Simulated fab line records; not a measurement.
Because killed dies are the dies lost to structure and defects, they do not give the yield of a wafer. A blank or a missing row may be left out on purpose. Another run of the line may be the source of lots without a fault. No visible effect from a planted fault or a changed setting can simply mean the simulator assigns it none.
Split-lot study    flow n5 finfet    21 wafers read across 7 lots, on a route 1938 steps long

== ON THE SPLIT ==
At N5_BEOL_M1_EXPOSE_08 (exposes mask M1), the setting dose mj was moved away from the recipe's 33 on 7 of the 21 wafers read, by -5.5% to +5.8%. The other wafers ran this setting at the recipe's value.

== FROM THE SPLIT TO THE READING: what the file shows between them, 13 steps ==
- N5_BEOL_M1_PEB_09: peb time 60 s
- N5_BEOL_M1_DEVELOP_10: develop time 30 s
- N5_BEOL_M1_CD_MEAS_11: target cd 17.05 nm
- N5_BEOL_M1_DESCUM_16: chemistry O2, time 7 s
- N5_BEOL_M1_ETCH_74: etches underlayer in N2/H2, target depth 6.5 nm, time 5.2 s
- N5_BEOL_M1_ETCH_64: etches SOC in N2/H2, target depth 75 nm, overetch 15 nm, time 112.5 s (also split here: bias w)
- N5_BEOL_M1_STRIP_65: strips in N2/H2
- N5_BEOL_M1_STRIP_75: strips in N2/H2
- N5_BEOL_M1_STRIP_66: strips in CF4
- N5_BEOL_M1_HM_OPEN_17: chemistry Cl2/BCl3, target TiN, target depth 20 nm, overetch 6 nm
- N5_BEOL_M1_STRIP_19: strips in O2
- N5_BEOL_M1_PRECLEAN_42: cleans in residue remover, time 60 s
- N5_BEOL_M1_SRD_43: time 30 s

== THE READING ==
cd nm, in nm, at N5_BEOL_M1_CD_MEAS_35 (target cd 18 nm, target cd y 21 nm). Fault-free wafers of this fab line usually give 18.0 nm, standard deviation 0.35 nm.

wafer   tool, chamber at the split  dose mj as run  against the recipe  cd nm, nm  against lot-mates on the recipe
L075.1  euv scanner-02, 0           34.42           +4.3%               18.6       +1.3
L075.4  euv scanner-02, 0           34.42           +4.3%               18.7       +1.4
L075.5  euv scanner-02, 0           33              recipe              17.3       -
L080.3  euv scanner-01, 0           33              recipe              18.3       -
L080.4  euv scanner-01, 0           31.19           -5.5%               17.0       -1.3
L080.6  euv scanner-01, 0           31.19           -5.5%               17.7       -0.6
L085.4  euv scanner-01, 0           33              recipe              17.8       -
L085.5  euv scanner-01, 0           34              +3.0%               18.5       +0.7
L085.6  euv scanner-01, 0           34              +3.0%               18.3       +0.5
L083.3  euv scanner-01, 0           33              recipe              18.4       -
L083.5  euv scanner-01, 0           33              recipe              17.9       -
L083.6  euv scanner-01, 0           33              recipe              17.7       -
L084.1  euv scanner-01, 0           33              recipe              18.7       -
L084.2  euv scanner-01, 0           33              recipe              17.9       -
L084.5  euv scanner-01, 0           33              recipe              18.2       -
L090.2  euv scanner-01, 0           33              recipe              18.1       -
L090.3  euv scanner-01, 0           33              recipe              18.2       -
L090.6  euv scanner-01, 0           33              recipe              17.6       -
L092.1  euv scanner-01, 0           33              recipe              18.1       -
L092.2  euv scanner-01, 0           34.91           +5.8%               19.4       +1.4
L092.4  euv scanner-01, 0           33              recipe              17.8       -

FIT RESULTS
A straight line over all 21 wafers: cd nm changes by +0.154 nm for each +1% of dose mj; r = +0.78; the points scatter about the line by 0.35 nm.
The same after taking each lot's own level away (the mean of its wafers on the recipe; 21 wafers): +0.225 nm for each +1%; r = +0.91; scatter 0.28 nm.
That fit puts the effect of the largest move of dose mj on the reading at 1.3 nm.
The span of the lots' own levels, 17.30 to 18.30 nm, comes to 2.9 times the standard deviation stated above.
So the lot-to-lot level blurs the effect unless lot-mates are compared.
Check: with one of the wafers moved furthest among these (+5.8%) left out of the fit, the line predicts +1.33 nm for it against its lot-mates. Against them it came out at +1.45 nm.

== THESE WAFERS: OTHER SPLITS ==
Note: prior to the reading, these wafers also went through further splits. Each is held against what the fit with the lots' levels taken away leaves over:
other split on the same wafers               wafers away from the commonest value  r with cd nm (lot level and that fit taken away)
N5_BEOL_M0_SAQP_SPACER2_ALD_26 target thk a  4                                     -0.18
N5_BEOL_M0_SAQP_COAT_69 spin rpm             6                                     -0.02
N5_BEOL_M1_ETCH_64 bias w                    3                                     -0.14

== THE WHOLE CHAIN: every reading that the file lists as answering this split, in the file's order ==
step                   what it does                                                       reading                                                                change (the file's fit)                r (the file's)
N5_BEOL_M1_CD_MEAS_11  target cd 17.05 nm                                                 cd nm                                                                  +0.201 nm for each +1% of the setting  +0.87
N5_BEOL_M1_ETCH_74     etches underlayer in N2/H2, target depth 6.5 nm, time 5.2 s        BEOL_M1.cd offset nm (the simulator's own value, which no gauge read)  +0.159 nm for each +1% of the setting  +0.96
N5_BEOL_M1_HM_OPEN_17  chemistry Cl2/BCl3, target TiN, target depth 20 nm, overetch 6 nm  BEOL_M1.cd offset nm (the simulator's own value, which no gauge read)  +0.171 nm for each +1% of the setting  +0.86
N5_BEOL_M1_CD_MEAS_35  target cd 18 nm, target cd y 21 nm                                 cd nm                                                                  +0.234 nm for each +1% of the setting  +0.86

== THE FILE'S OWN FIT ==
cd nm changes by +0.234 nm for each +1% of dose mj, r = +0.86.
